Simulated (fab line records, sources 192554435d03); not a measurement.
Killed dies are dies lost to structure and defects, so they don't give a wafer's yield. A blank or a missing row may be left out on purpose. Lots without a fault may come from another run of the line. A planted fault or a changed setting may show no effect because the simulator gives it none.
fab line records | flow n5_finfet
record lots=23 wafers=69 last_day=18
route steps=1938 shown BEOL_M0_SAQP@676 BEOL_M0_CUTY@710
lots that met no fault: from a run of the same line without faults
start_h: hours from the record's first day to the start of the lot's first wafer shown | wait_h: hours since the lot's step before | " the same as in the row above | L1.1+2: a row that stands for several wafers | - no value, or no start given | * or withheld: withheld | < > ~ a bound
route shown NAME@n: a module of which the file shows steps, and the number in the route of the first | usual: mean/standard deviation of fault-free wafers | same: alike in all rows | chamber/n: place in a boat | sites: the reading at each site | _std_site: their standard deviation | _edge_site: outer sites' mean less inner sites' | radius_mm: how far each site lies from the wafer's centre | mask NAME#n: copy n | behind: the tool/chamber that last shaped the wafer | hold: why the lot was held/for how many hours/how that ended | device: the transistor (n, p or np) that didn't switch | end of line: the same wafers' tests at the end of the route | a step without rows: its recipe alone | killed: dies lost to structure and defects at the first sort, not the wafer's yield | map: a wafer's dies, x killed, . not, _ none there
set.NAME: the setting as run; set.NAME@STEP: as run at that earlier step | model.NAME: the simulator's own value behind a step, which no gauge read
steps of the route over a sample of lots; a table a step, a row a wafer
services: from which hour (start_h, from the record's first day; less than 0 if before it) a tool's chamber was out of use, for how many hours, and why
## steps
# step N5_BEOL_M0_SAQP_SPACER2_ALD_26
# recipe material=SiO2 target_thk_a=150 temp_c=300 ald_precursor_family=BDEAS ald_co_reactant=O2-plasma pulse_time_s=1 purge_time_s=2 co_reactant_purge_time_s=2 pressure_torr=2
# usual heater_power_w=473/32 precursor_pulse_height_rel=1.000/0.02
# same pulse_time_s=1
# columns lot.wafer tool chamber start_h wait_h heater_power_w precursor_pulse_height_rel
L074.1 ald_sin-02 3 109.24 0.1 468 0.972
L074.4 " 2 " " 423 0.993
L074.5 " 0 " " 431 0.991
L075.3 ald_sin-02 3 118.79 0.1 476 0.962
L075.4 " 0 " " 431 0.978
L075.6 " 0 " " 455 0.997
L076.2 ald_sin-02 2 123.20 0.1 450 1.012
L076.3 " 3 " " 468 0.963
L076.5 " 0 " " 432 0.995
L077.2 ald_sin-01 0 130.16 0.1 525 1.006
L077.3 " 1 " " 486 0.985
L077.5 " 2 " " 490 1.009
L079.1 ald_sin-02 0 141.76 0.1 440 0.976
L079.2 " 3 " " 466 0.994
L079.5 " 3 " " 470 0.991
L080.2 ald_sin-01 2 145.86 0.1 474 0.985
L080.3 " 0 " " 499 1.009
L080.5 " 3 " " 520 0.974
L081.2 ald_sin-01 0 154.16 0.1 510 1.018
L081.5 " 0 " " 529 0.971
L081.6 " 3 " " 520 1.004
L082.1 ald_sin-02 2 158.97 0.1 446 1.001
L082.2 " 0 " " 448 1.033
L082.3 " 3 " " 469 1.019
L083.4 ald_sin-01 1 170.07 0.1 500 0.960
L083.5 " 0 " " 516 0.986
L083.6 " 1 " " 503 1.012
L084.2 ald_sin-02 0 172.59 0.2 439 1.019
L084.3 " 2 " " 454 1.016
L084.4 " 1 " " 438 1.047
L085.4 ald_sin-02 3 177.55 0.2 474 1.010
L085.5 " 1 " " 428 1.002
L085.6 " 0 " " 442 0.974
L086.2 ald_sin-04 3 181.66 0.1 512 0.991
L086.4 " 0 " " 459 0.976
L086.5 " 1 " " 471 0.972
L087.2 ald_sin-01 0 187.26 0.2 526 0.991
L087.3 " 1 " " 495 1.009
L087.6 " 0 " " 505 0.972
L088.1 ald_sin-02 0 198.80 0.1 450 1.011
L088.3 " 2 " " 438 1.030
L088.4 " 1 " " 444 0.990
L089.3 ald_sin-02 1 203.66 0.1 428 0.997
L089.4 " 0 " " 443 0.973
L089.5 " 3 " " 466 1.045
L090.3 ald_sin-04 1 205.10 0.1 464 0.956
L090.4 " 2 " " 430 0.997
L090.6 " 2 " " 442 1.012
L092.1 ald_sin-01 3 216.57 0.1 532 1.000
L092.4 " 2 " " 486 0.992
L092.6 " 1 " " 506 0.979
L091.2 ald_sin-04 3 223.13 0.6 520 0.954
L091.4 " 2 " " 436 1.021
L091.5 " 1 " " 471 1.013
L093.1 ald_sin-01 1 224.27 0.1 502 1.024
L093.2 " 0 " " 521 1.010
L093.6 " 0 " " 507 1.045
L094.2 ald_sin-02 3 229.62 0.1 470 1.021
L094.3 " 0 " " 437 1.001
L094.6 " 3 " " 476 0.994
L095.1 ald_sin-02 1 237.68 0.2 439 1.007
L095.3 " 3 " " 472 0.989
L095.5 " 0 " " 439 0.993
L096.1 ald_sin-04 1 246.85 0.1 481 1.015
L096.2 " 3 " " 508 0.975
L096.5 " 0 " " 461 1.019
L097.1 ald_sin-01 0 250.64 0.1 522 1.027
L097.2 " 1 " " 512 1.032
L097.4 " 2 " " 487 0.990
# step N5_BEOL_M0_SAQP_CD_MEAS_40
# recipe target_cd_nm=30 landing_energy_ev=500 detector=se_inlens
# usual cd_nm=29.99/0.29
# columns lot.wafer tool chamber start_h wait_h cd_nm
L074.1 cd_sem-02 0 110.42 - 30.15
L074.4 " 0 " " 29.96
L074.5 " 0 " " 29.66
L075.3 cd_sem-01 0 119.84 - 29.98
L075.4 " 0 " " 29.57
L075.6 " 0 " " 29.65
L076.2 cd_sem-01 0 124.25 - 29.87
L076.3 " 0 " " 30.84
L076.5 " 0 " " 30.35
L077.2 cd_sem-03 0 131.40 - 29.77
L077.3 " 0 " " 29.91
L077.5 " 0 " " 30.17
L079.1 cd_sem-01 0 143.02 - 30.14
L079.2 " 0 " " 30.08
L079.5 " 0 " " 30.09
L080.2 cd_sem-03 0 146.91 - 29.75
L080.3 " 0 " " 30.23
L080.5 " 0 " " 30.10
L081.2 cd_sem-01 0 155.34 - 30.14
L081.5 " 0 " " 30.06
L081.6 " 0 " " 30.31
L082.1 cd_sem-02 0 160.14 - 30.17
L082.2 " 0 " " 29.53
L082.3 " 0 " " 29.95
L083.4 cd_sem-02 0 171.28 - 29.72
L083.5 " 0 " " 29.81
L083.6 " 0 " " 29.49
L084.2 cd_sem-01 0 173.66 - 30.11
L084.3 " 0 " " 29.61
L084.4 " 0 " " 30.22
L085.4 cd_sem-01 0 178.78 - 30.16
L085.5 " 0 " " 30.00
L085.6 " 0 " " 29.58
L086.2 cd_sem-01 0 182.72 - 29.90
L086.4 " 0 " " 30.09
L086.5 " 0 " " 30.28
L087.2 cd_sem-01 0 188.44 - 29.51
L087.3 " 0 " " 30.01
L087.6 " 0 " " 29.92
L088.1 cd_sem-01 0 199.87 - 29.74
L088.3 " 0 " " 29.72
L088.4 " 0 " " 30.17
L089.3 cd_sem-02 0 204.72 - 30.06
L089.4 " 0 " " 30.34
L089.5 " 0 " " 30.45
L090.3 cd_sem-01 0 206.16 - 29.99
L090.4 " 0 " " 29.69
L090.6 " 0 " " 29.84
L092.1 cd_sem-02 0 217.75 - 30.03
L092.4 " 0 " " 29.94
L092.6 " 0 " " 29.73
L091.2 cd_sem-01 0 224.31 - 30.19
L091.4 " 0 " " 29.77
L091.5 " 0 " " 30.19
L093.1 cd_sem-03 0 225.32 - 29.70
L093.2 " 0 " " 30.32
L093.6 " 0 " " 30.55
L094.2 cd_sem-03 0 230.77 - 29.33
L094.3 " 0 " " 29.95
L094.6 " 0 " " 30.34
L095.1 cd_sem-03 0 238.88 - 30.40
L095.3 " 0 " " 30.12
L095.5 " 0 " " 29.99
L096.1 cd_sem-01 0 247.90 - 30.31
L096.2 " 0 " " 29.73
L096.5 " 0 " " 29.97
L097.1 cd_sem-02 0 251.82 - 29.39
L097.2 " 0 " " 29.98
L097.4 " 0 " " 29.52
# step N5_BEOL_M0_SAQP_DESCUM_45
# recipe chemistry=O2 time_s=7 source_power_w=50 bias_power_w=20 pressure_mtorr=20 rf_frequency_hz=2.712e+07 temp_c=40 resist=CAR-EUV o2_flow_sccm=225
# usual drypump_motor_current_A=5.8/0.31 oes_product_au=0.78/0.059 rf_vpp_V=243.1/1.5 showerhead_plenum_p_Torr=2.10/0.075 temp_c=39.99/0.11 throttle_valve_pct=20.46/0.21
# columns lot.wafer tool chamber start_h wait_h drypump_motor_current_A oes_product_au rf_hours_counter_h rf_vpp_V showerhead_plenum_p_Torr temp_c throttle_valve_pct
L074.1 rie_diel-03 3 110.55 0.0 5.9 0.71 193 241.6 2.08 39.92 20.55
L074.4 " 0 " " 5.7 0.92 23 245.5 2.21 39.89 20.54
L074.5 " 3 " " 5.9 0.72 - 243.1 2.08 39.99 20.55
L075.3 rie_diel-04 3 120.14 0.2 5.0 0.80 105 244.7 2.10 39.96 19.92
L075.4 " 2 " " 6.0 0.72 201 240.9 1.99 40.12 20.43
L075.6 " 0 " " 5.7 0.81 - 242.6 2.14 39.95 20.62
L076.2 rie_diel-03 1 124.37 0.0 5.4 0.83 88 242.9 2.10 39.88 20.12
L076.3 " 3 " " 5.9 0.71 197 243.6 2.08 40.02 20.57
L076.5 " 0 " " 5.7 0.91 - 244.3 2.21 40.11 20.56
L077.2 rie_diel-01 3 131.58 0.1 5.7 0.79 126 242.2 1.99 39.95 20.46
L077.3 " 2 " " 6.3 0.75 163 244.7 2.19 40.01 20.49
L077.5 " 0 " " 5.8 0.86 - 244.1 2.16 40.15 20.23
L079.1 rie_diel-04 3 143.28 0.2 5.0 0.79 112 242.7 2.10 40.07 19.93
L079.2 " 2 " " 6.0 0.72 207 242.0 1.99 40.26 20.46
L079.5 " 0 " " 5.7 0.81 - 241.7 2.14 40.18 20.62
L080.2 rie_diel-01 0 147.18 0.2 5.8 0.85 41 243.5 2.16 39.97 20.25
L080.3 " 1 " " 5.9 0.73 183 240.8 2.02 39.97 20.71
L080.5 " 0 " " 5.8 0.86 - 244.7 2.16 40.14 20.25
L081.2 rie_diel-01 1 155.57 0.1 5.9 0.73 186 242.0 2.01 40.17 20.72
L081.5 " 3 " " 5.7 0.78 - 240.7 1.99 40.01 20.44
L081.6 " 2 " " 6.4 0.73 - 244.7 2.19 39.98 20.49
L082.1 rie_diel-01 0 160.27 0.0 5.8 0.85 45 243.7 2.15 39.92 20.24
L082.2 " 2 " " 6.4 0.73 171 244.5 2.19 39.81 20.48
L082.3 " 3 " " 5.7 0.78 134 241.3 1.99 40.08 20.46
L083.4 rie_diel-03 1 171.40 0.0 5.4 0.82 103 243.0 2.10 39.70 20.15
L083.5 " 3 " " 5.9 0.70 - 243.0 2.08 39.87 20.57
L083.6 " 0 " " 5.7 0.88 - 246.5 2.20 40.12 20.59
L084.2 rie_diel-03 1 173.82 0.1 5.4 0.83 104 242.8 2.10 40.01 20.12
L084.3 " 3 " " 5.9 0.71 214 242.8 2.07 39.73 20.58
L084.4 " 2 " " 5.7 0.76 146 244.7 2.17 40.09 20.66
L085.4 rie_diel-03 2 179.01 0.1 5.6 0.76 147 244.3 2.17 40.05 20.64
L085.5 " 1 " " 5.4 0.82 - 243.2 2.10 40.08 20.13
L085.6 " 0 " " 5.7 0.88 - 245.2 2.20 39.96 20.58
L086.2 rie_diel-03 3 183.40 0.6 5.9 0.70 217 243.9 2.07 39.99 20.59
L086.4 " 2 " " 5.6 0.75 148 244.8 2.17 39.95 20.66
L086.5 " 3 " " 5.9 0.70 - 242.3 2.07 39.95 20.59
L087.2 rie_diel-01 3 188.57 0.0 5.7 0.76 142 241.6 1.99 40.03 20.45
L087.3 " 1 " " 5.9 0.72 195 241.4 2.01 39.92 20.72
L087.6 " 2 " " 6.3 0.73 - 244.3 2.18 39.96 20.50
L088.1 rie_diel-04 3 200.00 0.0 5.0 0.77 126 243.4 2.09 40.11 19.96
L088.3 " 2 " " 6.1 0.70 219 241.3 1.98 39.83 20.48
L088.4 " 0 " " 5.7 0.80 109 243.8 2.13 39.88 20.64
L089.3 rie_diel-01 0 204.90 0.1 5.8 0.83 58 244.1 2.15 40.04 20.27
L089.4 " 2 " " 6.3 0.74 184 245.2 2.18 40.12 20.50
L089.5 " 2 " " 6.3 0.73 - 244.1 2.18 39.93 20.51
L090.3 rie_diel-01 1 206.39 0.1 5.9 0.73 200 242.6 2.01 40.09 20.74
L090.4 " 2 " " 6.3 0.73 184 243.5 2.18 39.94 20.51
L090.6 " 2 " " 6.4 0.73 - 244.3 2.18 39.97 20.51
L092.1 rie_diel-03 3 217.90 0.1 5.8 0.69 226 243.5 2.07 39.98 20.60
L092.4 " 1 " " 5.3 0.80 116 241.4 2.10 39.83 20.18
L092.6 " 0 " " 5.7 0.86 - 244.8 2.20 39.94 20.61
L091.2 rie_diel-01 0 224.44 0.0 5.8 0.82 63 244.4 2.15 39.99 20.28
L091.4 " 1 " " 5.9 0.72 204 240.9 2.01 40.10 20.76
L091.5 " 2 " " 6.3 0.72 - 242.7 2.18 40.10 20.52
L093.1 rie_diel-01 0 225.45 0.0 5.8 0.82 63 244.2 2.15 39.99 20.28
L093.2 " 3 " " 5.7 0.75 153 242.2 1.98 39.95 20.46
L093.6 " 1 " " 5.9 0.72 - 241.6 2.01 39.82 20.72
L094.2 rie_diel-04 0 231.03 0.2 5.7 0.79 120 242.6 2.13 39.88 20.65
L094.3 " 3 " " 5.0 0.76 136 243.9 2.09 40.04 19.95
L094.6 " 2 " " 6.0 0.69 - 240.2 1.98 39.84 20.50
L095.1 rie_diel-01 2 239.01 0.0 6.3 0.72 193 244.1 2.18 39.96 20.52
L095.3 " 3 " " 5.7 0.75 156 241.0 1.98 39.86 20.48
L095.5 " 3 " " 5.7 0.76 - 240.7 1.98 39.80 20.47
L096.1 rie_diel-04 3 248.02 0.0 5.0 0.76 141 242.8 2.09 39.87 19.97
L096.2 " 1 " " 5.7 0.85 82 241.0 2.06 39.99 20.41
L096.5 " 2 " " 6.0 0.70 - 240.7 1.98 39.83 20.50
L097.1 rie_diel-04 1 251.94 0.0 5.7 0.86 83 242.4 2.06 40.21 20.40
L097.2 " 0 " " 5.7 0.78 126 243.6 2.13 39.73 20.67
L097.4 " 2 " " 6.0 0.69 235 241.2 1.98 39.91 20.51
# step N5_BEOL_M0_SAQP_ETCH_88
# recipe chemistry=N2/H2 target=underlayer target_depth_a=65 time_s=5.2 ion_energy_ev=200 mask_material=CAR-EUV pressure_mtorr=30 source_w=840 bias_w=150 n2_flow_sccm=200 h2_flow_sccm=200 ends=cleared
# usual drypump_motor_current_A=5.8/0.31 etch_rf_on_time_s=5.15/0.18 oes_product_au=0.67/0.049 rf_vpp_V=523.9/2.9 showerhead_plenum_p_Torr=2.54/0.087 throttle_valve_pct=17.87/0.24
# columns lot.wafer tool chamber start_h wait_h drypump_motor_current_A etch_rf_on_time_s oes_product_au rf_hours_counter_h rf_vpp_V showerhead_plenum_p_Torr throttle_valve_pct
L074.1 rie_diel-03 3 110.58 0.0 5.9 5.07 0.63 193 522.3 2.53 18.03
L074.4 " 0 " " 5.7 5.13 0.77 23 528.3 2.70 18.01
L074.5 " 3 " " 5.9 5.12 0.61 - 523.0 2.53 18.03
L075.3 rie_diel-04 3 120.18 0.0 5.0 5.24 0.68 105 524.7 2.57 17.47
L075.4 " 2 " " 6.1 5.15 0.61 201 522.2 2.43 18.04
L075.6 " 0 " " 5.8 5.21 0.70 - 525.9 2.55 17.66
L076.2 rie_diel-03 1 124.41 0.0 5.4 5.19 0.70 88 524.1 2.55 17.53
L076.3 " 3 " " 5.9 5.11 0.61 197 523.1 2.53 18.07
L076.5 " 0 " " 5.7 5.16 0.77 - 525.8 2.70 18.01
L077.2 rie_diel-01 3 131.62 0.0 5.7 5.38 0.65 126 522.3 2.44 17.99
L077.3 " 2 " " 6.4 4.94 0.65 163 524.9 2.64 17.84
L077.5 " 0 " " 5.8 5.45 0.74 - 524.0 2.60 17.58
L079.1 rie_diel-04 3 143.31 0.0 5.0 5.28 0.67 112 525.0 2.57 17.49
L079.2 " 2 " " 6.0 5.15 0.61 207 521.5 2.43 18.09
L079.5 " 0 " " 5.7 5.26 0.68 - 524.9 2.54 17.65
L080.2 rie_diel-01 0 147.22 0.0 5.8 5.38 0.73 41 525.6 2.60 17.58
L080.3 " 1 " " 5.9 5.06 0.64 183 520.9 2.45 18.22
L080.5 " 0 " " 5.8 5.37 0.74 - 525.2 2.60 17.58
L081.2 rie_diel-01 1 155.60 0.0 5.9 5.05 0.63 186 518.7 2.45 18.23
L081.5 " 3 " " 5.7 5.29 0.66 - 520.3 2.44 17.97
L081.6 " 2 " " 6.3 4.84 0.65 - 527.7 2.63 17.86
L082.1 rie_diel-01 0 160.30 0.0 5.8 5.44 0.71 45 524.8 2.60 17.59
L082.2 " 2 " " 6.4 4.92 0.65 171 525.6 2.63 17.84
L082.3 " 3 " " 5.7 5.34 0.66 134 521.4 2.44 17.96
L083.4 rie_diel-03 1 171.43 0.0 5.3 5.19 0.70 103 524.9 2.55 17.57
L083.5 " 3 " " 5.9 5.06 0.62 - 522.9 2.53 18.07
L083.6 " 0 " " 5.7 5.09 0.75 - 527.0 2.69 18.04
L084.2 rie_diel-03 1 173.85 0.0 5.4 5.20 0.70 104 523.6 2.55 17.59
L084.3 " 3 " " 5.8 5.06 0.61 214 522.2 2.53 18.08
L084.4 " 2 " " 5.7 5.06 0.67 146 527.7 2.64 18.04
L085.4 rie_diel-03 2 179.04 0.0 5.6 5.01 0.67 147 525.4 2.64 18.03
L085.5 " 1 " " 5.3 5.17 0.69 - 525.7 2.55 17.55
L085.6 " 0 " " 5.7 5.18 0.74 - 530.2 2.69 18.03
L086.2 rie_diel-03 3 183.44 0.0 5.9 5.07 0.61 217 523.2 2.52 18.09
L086.4 " 2 " " 5.7 5.05 0.66 148 525.3 2.63 18.06
L086.5 " 3 " " 5.9 5.08 0.60 - 522.8 2.53 18.07
L087.2 rie_diel-01 3 188.60 0.0 5.7 5.29 0.65 142 519.8 2.44 17.98
L087.3 " 1 " " 5.9 5.02 0.63 195 519.9 2.44 18.24
L087.6 " 2 " " 6.4 4.82 0.64 - 526.5 2.63 17.87
L088.1 rie_diel-04 3 200.03 0.0 5.0 5.25 0.66 126 526.1 2.56 17.53
L088.3 " 2 " " 6.1 5.22 0.60 219 520.9 2.42 18.07
L088.4 " 0 " " 5.7 5.20 0.68 109 526.5 2.54 17.67
L089.3 rie_diel-01 0 204.94 0.0 5.8 5.37 0.70 58 524.9 2.59 17.61
L089.4 " 2 " " 6.3 4.82 0.64 184 526.8 2.63 17.85
L089.5 " 2 " " 6.3 4.81 0.65 - 523.6 2.63 17.89
L090.3 rie_diel-01 1 206.43 0.0 5.9 5.04 0.62 200 519.6 2.44 18.24
L090.4 " 2 " " 6.4 4.87 0.65 184 525.9 2.63 17.88
L090.6 " 2 " " 6.3 4.84 0.64 - 524.1 2.63 17.85
L092.1 rie_diel-03 3 217.93 0.0 5.9 5.14 0.60 226 524.1 2.52 18.10
L092.4 " 1 " " 5.4 5.30 0.66 116 524.9 2.54 17.60
L092.6 " 0 " " 5.7 5.26 0.74 - 528.4 2.69 18.04
L091.2 rie_diel-01 0 224.47 0.0 5.8 5.31 0.71 63 524.6 2.59 17.63
L091.4 " 1 " " 5.9 4.91 0.63 204 519.8 2.44 18.28
L091.5 " 2 " " 6.3 4.80 0.64 - 525.6 2.62 17.87
L093.1 rie_diel-01 0 225.48 0.0 5.8 5.43 0.71 63 524.5 2.59 17.62
L093.2 " 3 " " 5.7 5.41 0.63 153 520.0 2.43 18.00
L093.6 " 1 " " 5.9 5.01 0.62 - 521.6 2.44 18.28
L094.2 rie_diel-04 0 231.06 0.0 5.7 5.25 0.66 120 522.6 2.53 17.72
L094.3 " 3 " " 5.1 5.26 0.65 136 526.4 2.56 17.55
L094.6 " 2 " " 6.0 5.27 0.58 - 519.9 2.42 18.09
L095.1 rie_diel-01 2 239.04 0.0 6.4 4.89 0.63 193 525.9 2.62 17.88
L095.3 " 3 " " 5.7 5.38 0.63 156 518.5 2.43 18.00
L095.5 " 3 " " 5.7 5.32 0.64 - 522.7 2.43 18.00
L096.1 rie_diel-04 3 248.06 0.0 5.0 5.36 0.64 141 525.7 2.55 17.54
L096.2 " 1 " " 5.7 4.91 0.73 82 521.7 2.46 17.55
L096.5 " 2 " " 6.0 5.32 0.59 - 519.7 2.42 18.09
L097.1 rie_diel-04 1 251.98 0.0 5.7 4.88 0.74 83 521.5 2.46 17.51
L097.2 " 0 " " 5.7 5.29 0.65 126 523.0 2.53 17.71
L097.4 " 2 " " 6.0 5.28 0.58 235 521.5 2.42 18.09
# step N5_BEOL_M0_CUTY_INSPECT_59
# recipe mode=adi inspect_instrument=macro
# usual raw_defect_count=2.1/1.4
# columns lot.wafer tool chamber start_h wait_h raw_defect_count
L074.1 defect_inspect-02 - 111.91 0.0 1
L074.4 " - " " 5
L074.5 " - " " 2
L075.3 defect_inspect-01 - 121.73 0.0 2
L075.4 " - " " 2
L075.6 " - " " 5
L076.2 defect_inspect-01 - 125.61 0.0 0
L076.3 " - " " 3
L076.5 " - " " 3
L077.2 defect_inspect-02 - 132.81 0.0 0
L077.3 " - " " 2
L077.5 " - " " 2
L079.1 defect_inspect-02 - 144.56 0.0 4
L079.2 " - " " 4
L079.5 " - " " 4
L080.2 defect_inspect-01 - 148.94 0.0 4
L080.3 " - " " 0
L080.5 " - " " 2
L081.2 defect_inspect-01 - 156.93 0.0 3
L081.5 " - " " 5
L081.6 " - " " 5
L082.1 defect_inspect-02 - 161.62 0.0 3
L082.2 " - " " 0
L082.3 " - " " 4
L083.4 defect_inspect-02 - 172.68 0.0 1
L083.5 " - " " 4
L083.6 " - " " 0
L084.2 defect_inspect-01 - 175.77 0.0 2
L084.3 " - " " 2
L084.4 " - " " 3
L085.4 defect_inspect-01 - 180.36 0.0 3
L085.5 " - " " 4
L085.6 " - " " 5
L086.2 defect_inspect-01 - 184.72 0.0 4
L086.4 " - " " 1
L086.5 " - " " 2
L087.2 defect_inspect-01 - 189.94 0.0 4
L087.3 " - " " 2
L087.6 " - " " 1
L088.1 defect_inspect-02 - 201.48 0.0 3
L088.3 " - " " 2
L088.4 " - " " 1
L089.3 defect_inspect-02 - 206.28 0.0 2
L089.4 " - " " 2
L089.5 " - " " 2
L090.3 defect_inspect-02 - 207.62 0.0 1
L090.4 " - " " 0
L090.6 " - " " 2
L092.1 defect_inspect-02 - 219.26 0.0 0
L092.4 " - " " 2
L092.6 " - " " 2
L091.2 defect_inspect-02 - 225.87 0.0 3
L091.4 " - " " 3
L091.5 " - " " 0
L093.1 defect_inspect-02 - 226.80 0.0 1
L093.2 " - " " 1
L093.6 " - " " 0
L094.2 defect_inspect-02 - 232.38 0.0 1
L094.3 " - " " 3
L094.6 " - " " 0
L095.1 defect_inspect-01 - 240.36 0.0 3
L095.3 " - " " 2
L095.5 " - " " 2
L096.1 defect_inspect-02 - 249.26 0.0 2
L096.2 " - " " 2
L096.5 " - " " 1
L097.1 defect_inspect-02 - 253.46 0.0 3
L097.2 " - " " 4
L097.4 " - " " 2
# step N5_BEOL_M0_CUTY_DESCUM_61
# recipe chemistry=O2 time_s=7.9 source_power_w=50 bias_power_w=20 pressure_mtorr=20 rf_frequency_hz=2.712e+07 temp_c=40 resist=CAR-ArF-block o2_flow_sccm=225
# usual drypump_motor_current_A=5.6/0.6 oes_product_au=0.82/0.088 rf_vpp_V=243.4/1.5 showerhead_plenum_p_Torr=2.12/0.075 temp_c=40.00/0.12 throttle_valve_pct=20.36/0.23
# columns lot.wafer tool chamber start_h wait_h drypump_motor_current_A oes_product_au rf_hours_counter_h rf_vpp_V showerhead_plenum_p_Torr temp_c throttle_valve_pct
L074.1 rie_diel-02 3 111.95 0.0 6.5 0.72 181 243.6 2.08 39.99 20.52
L074.4 " 3 " " 6.4 0.73 - 242.6 2.08 40.08 20.54
L074.5 " 0 " " 5.5 0.80 - 244.8 2.08 39.93 20.09
L075.3 rie_diel-02 0 121.76 0.0 5.5 0.80 108 242.5 2.08 40.19 20.10
L075.4 " 3 " " 6.5 0.71 - 244.3 2.08 40.17 20.54
L075.6 " 0 " " 5.5 0.80 - 241.8 2.08 40.02 20.09
L076.2 rie_diel-05 2 125.64 0.0 6.5 0.95 10 243.6 2.22 39.90 20.20
L076.3 " 1 " " 5.4 0.70 222 241.5 2.10 39.77 20.62
L076.5 " 1 " " 5.4 0.70 - 242.3 2.10 40.01 20.64
L077.2 rie_diel-05 2 132.87 0.1 6.5 0.93 13 247.1 2.22 39.92 20.23
L077.3 " 0 " " 5.4 0.81 97 242.5 2.02 40.05 20.24
L077.5 " 2 " " 6.4 0.93 - 244.5 2.22 39.84 20.21
L079.1 rie_diel-05 0 144.95 0.4 5.5 0.80 104 242.6 2.02 39.96 20.26
L079.2 " 2 " " 6.5 0.91 19 246.2 2.22 40.05 20.24
L079.5 " 2 " " 6.5 0.91 - 245.7 2.22 40.30 20.23
L080.2 rie_diel-06 3 148.97 0.0 5.7 0.70 242 242.7 2.09 40.04 20.55
L080.3 " 1 " " 5.6 0.69 227 244.6 2.17 39.74 21.03
L080.5 " 0 " " 4.8 0.88 - 242.1 2.04 39.97 20.24
L081.2 rie_diel-06 1 156.96 0.0 5.6 0.68 230 243.3 2.17 39.95 21.03
L081.5 " 0 " " 4.8 0.88 - 240.8 2.04 40.00 20.26
L081.6 " 1 " " 5.5 0.69 - 243.1 2.17 40.01 21.05
L082.1 rie_diel-02 3 161.67 0.0 6.4 0.70 200 243.8 2.07 39.82 20.55
L082.2 " 0 " " 5.5 0.78 123 243.3 2.08 39.93 20.11
L082.3 " 2 " " 4.7 0.80 113 244.1 2.20 39.93 20.10
L083.4 rie_diel-06 1 172.79 0.1 5.5 0.69 - 242.5 2.17 39.84 21.03
L083.5 " 2 " " 6.4 0.93 - 246.1 2.25 39.79 20.39
L083.6 " 0 " " 4.8 0.87 - 242.1 2.04 40.11 20.25
L084.2 rie_diel-05 3 175.83 0.1 5.7 0.93 12 242.8 2.06 39.96 20.59
L084.3 " 1 " " 5.5 0.68 243 243.3 2.09 40.23 20.65
L084.4 " 2 " " 6.5 0.90 31 245.6 2.22 39.78 20.25
L085.4 rie_diel-05 0 180.40 0.0 5.5 0.78 113 241.0 2.02 40.11 20.28
L085.5 " 1 " " 5.5 0.68 - 243.3 2.09 39.99 20.64
L085.6 " 2 " " 6.5 0.89 - 244.6 2.22 40.02 20.24
L086.2 rie_diel-02 2 184.75 0.0 4.7 0.78 121 243.9 2.20 40.05 20.10
L086.4 " 3 " " 6.5 0.70 208 242.6 2.07 39.86 20.57
L086.5 " 3 " " 6.5 0.71 - 242.0 2.07 39.96 20.57
L087.2 rie_diel-05 1 189.97 0.0 5.4 0.68 246 243.4 2.09 39.89 20.65
L087.3 " 0 " " 5.5 0.79 116 241.8 2.02 39.82 20.28
L087.6 " 2 " " 6.5 0.88 - 244.4 2.21 40.11 20.26
L088.1 rie_diel-02 1 202.22 0.7 5.3 0.74 179 243.0 2.09 39.91 20.36
L088.3 " 0 " " 5.5 0.78 137 241.7 2.07 40.16 20.13
L088.4 " 3 " " 6.5 0.70 216 240.8 2.07 39.95 20.58
L089.3 rie_diel-06 2 207.61 1.3 6.4 0.91 37 245.1 2.25 40.08 20.42
L089.4 " 2 " " 6.4 0.90 - 245.1 2.25 40.03 20.42
L089.5 " 0 " " 4.8 0.85 - 242.7 2.04 40.05 20.28
L090.3 rie_diel-06 3 208.75 1.1 5.7 0.96 5 241.7 2.09 39.99 20.14
L090.4 " 3 " " 5.7 0.96 - 243.3 2.09 40.05 20.15
L090.6 " 2 " " 6.4 0.89 - 245.1 2.25 39.99 20.40
L092.1 rie_diel-06 2 219.52 0.3 6.4 0.89 43 245.1 2.25 40.12 20.44
L092.4 " 2 " " 6.4 0.89 - 245.5 2.24 39.91 20.43
L092.6 " 3 " " 5.7 0.95 - 241.9 2.08 40.06 20.17
L091.2 rie_diel-05 0 225.97 0.1 5.4 0.77 124 241.5 2.01 40.06 20.28
L091.4 " 3 " " 5.7 0.90 - 241.2 2.05 39.97 20.61
L091.5 " 0 " " 5.5 0.79 - 241.6 2.02 40.15 20.29
L093.1 rie_diel-06 3 226.84 0.0 5.7 0.94 14 243.8 2.08 39.97 20.16
L093.2 " 2 " " 6.4 0.88 46 244.5 2.24 39.91 20.42
L093.6 " 0 " " 4.8 0.85 - 241.6 2.03 40.11 20.29
L094.2 rie_diel-05 3 232.42 0.0 5.8 0.89 29 242.2 2.05 39.99 20.62
L094.3 " 3 " " 5.7 0.89 - 241.7 2.05 39.97 20.62
L094.6 " 2 " " 6.5 0.86 - 245.7 2.21 40.05 20.27
L095.1 rie_diel-02 3 240.49 0.1 6.5 0.69 232 242.6 2.06 39.81 20.61
L095.3 " 1 " " 5.3 0.73 194 242.0 2.09 40.13 20.36
L095.5 " 2 " " 4.7 0.77 - 244.7 2.19 40.21 20.14
L096.1 rie_diel-06 0 249.30 0.0 4.8 0.83 80 241.4 2.03 39.94 20.30
L096.2 " 2 " " 6.4 0.87 56 245.6 2.24 40.15 20.44
L096.5 " 0 " " 4.8 0.83 - 243.2 2.03 39.92 20.31
L097.1 rie_diel-02 0 253.49 0.0 5.5 0.76 157 243.7 2.06 40.00 20.15
L097.2 " 3 " " 6.5 0.68 236 242.9 2.06 40.19 20.63
L097.4 " 1 " " 5.3 0.73 198 243.0 2.08 40.04 20.39
## services
# columns tool chamber start_h hours kind
ald_sin-02 - 85.25 14.0 pm
ald_sin-02 0 85.25 14.0 vent_cycle
ald_sin-02 1 85.25 14.0 vent_cycle
ald_sin-02 2 85.25 14.0 vent_cycle
ald_sin-02 3 85.25 14.0 vent_cycle
rie_diel-06 2 92.18 - clean
rie_diel-06 0 93.20 17.5 repair
ald_sin-02 0 99.25 - clean
ald_sin-02 1 99.25 - clean
ald_sin-02 2 99.25 - clean
ald_sin-02 3 99.25 - clean
ald_sin-04 0 100.88 8.9 repair
rie_diel-05 2 111.68 4.3 repair
rie_diel-04 - 146.76 2.8 pm
rie_diel-05 0 153.50 6.6 repair
rie_diel-04 2 163.49 3.9 repair
rie_diel-05 - 198.73 14.6 pm
ald_sin-04 2 202.84 1.5 repair
rie_diel-01 - 207.15 2.3 repair
ald_sin-04 3 216.15 3.2 repair
rie_diel-01 - 229.78 2.5 repair
rie_diel-05 0 231.06 1.6 repair
rie_diel-06 - 236.71 0.9 repair
rie_diel-06 0 252.51 12.0 repair
## key
fault none
